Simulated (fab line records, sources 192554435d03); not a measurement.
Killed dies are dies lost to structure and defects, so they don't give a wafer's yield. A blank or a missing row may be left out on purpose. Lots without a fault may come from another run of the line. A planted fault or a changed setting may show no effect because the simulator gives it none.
Split-lot experiment | flow n5_finfet | 7 lots, 21 wafers read, on a route of 1938 steps

THE SPLIT
At N5_PASSIVATION_ETCH_15 (etches SiCN in CF4/N2, target depth 75 nm, time 81.2 s), the setting bias_w was moved away from the recipe's 70 W on 2 of the 21 wafers read, by +9.8% to +12.5%. The other wafers ran this setting at the recipe's value.

The reading is taken at the split's own step.

THE READING
rf_vpp_V, in V, at N5_PASSIVATION_ETCH_15 (etches SiCN in CF4/N2, target depth 75 nm, time 81.2 s). Fault-free wafers of this fab line usually give 382.5 V, standard deviation 1.8 V.

wafer  | tool, chamber at the split | bias_w as run, W | against the recipe | rf_vpp_V, V | against lot-mates on the recipe
L075.3 | rie_diel-03, 1             | 70               | recipe             | 381.5       | -
L075.4 | rie_diel-03, 0             | 70               | recipe             | 383.0       | -
L075.5 | rie_diel-03, 3             | 70               | recipe             | 381.0       | -
L076.2 | rie_diel-05, 1             | 70               | recipe             | 383.2       | -
L076.3 | rie_diel-05, 2             | 70               | recipe             | 378.9       | -
L076.6 | rie_diel-05, 2             | 70               | recipe             | 380.6       | -
L085.2 | rie_diel-05, 0             | 70               | recipe             | 385.0       | -
L085.3 | rie_diel-05, 1             | 70               | recipe             | 381.7       | -
L085.5 | rie_diel-05, 0             | 70               | recipe             | 382.3       | -
L087.1 | rie_diel-05, 0             | 70               | recipe             | 383.4       | -
L087.2 | rie_diel-05, 3             | 78.78            | +12.5%             | 411.9       | +28.2
L087.4 | rie_diel-05, 1             | 70               | recipe             | 383.9       | -
L086.3 | rie_diel-06, 1             | 70               | recipe             | 383.7       | -
L086.4 | rie_diel-06, 3             | 70               | recipe             | 380.3       | -
L086.6 | rie_diel-06, 2             | 70               | recipe             | 382.0       | -
L090.2 | rie_diel-03, 2             | 70               | recipe             | 383.7       | -
L090.4 | rie_diel-03, 0             | 70               | recipe             | 382.4       | -
L090.5 | rie_diel-03, 1             | 70               | recipe             | 383.4       | -
L096.1 | rie_diel-06, 3             | 76.83            | +9.8%              | 403.7       | +21.5
L096.2 | rie_diel-06, 1             | 70               | recipe             | 384.3       | -
L096.3 | rie_diel-06, 2             | 70               | recipe             | 380.1       | -

THE FIT
A straight line over all 21 wafers: rf_vpp_V changes by +2.29 V for each +1% of bias_w; r = +0.98; the points scatter about the line by 1.6 V.
The same after taking each lot's own level away (the mean of its wafers on the recipe; 21 wafers): +2.23 V for each +1%; r = +0.99; scatter 1.3 V.
On that fit, the largest move of bias_w shifts the reading by 28 V.
The lots' own levels span 380.90 to 383.65 V, that is 1.5 times the standard deviation above.
So the lot-to-lot level changes the slope little: the two slopes agree.
Check: with one of the wafers moved furthest among these (+12.5%) left out of the fit, the line predicts +27.6 V for it against its lot-mates. It came out at +28.2 V against them.
Tool readings at the split's step, against how far the setting was moved: rf_vpp_V r = +0.98.

OTHER SPLITS ON THESE WAFERS
These wafers also went through other splits before the reading. Each is held against what the fit with the lots' levels taken away leaves over:
other split on the same wafers     | wafers away from the commonest value | r with rf_vpp_V (lot level and that fit taken away)
N5_BEOL_M13_ETCH_59 bias_w         | 9                                    | +0.10
N5_BEOL_M14_ETCH_68 time_s         | 9                                    | -0.23
N5_BEOL_M14_TRENCH_ETCH_34 time_s  | 7                                    | -0.30
N5_MIM_BOT_LITHO_EXPOSE_05 dose_mj | 8                                    | -0.21
N5_MIM_BOT_LITHO_PEB_06 peb_time_s | as run: not given for these wafers   | -

THE FILE'S OWN FIT
rf_vpp_V changes by +2.23 V for each +1% of bias_w, r = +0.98.
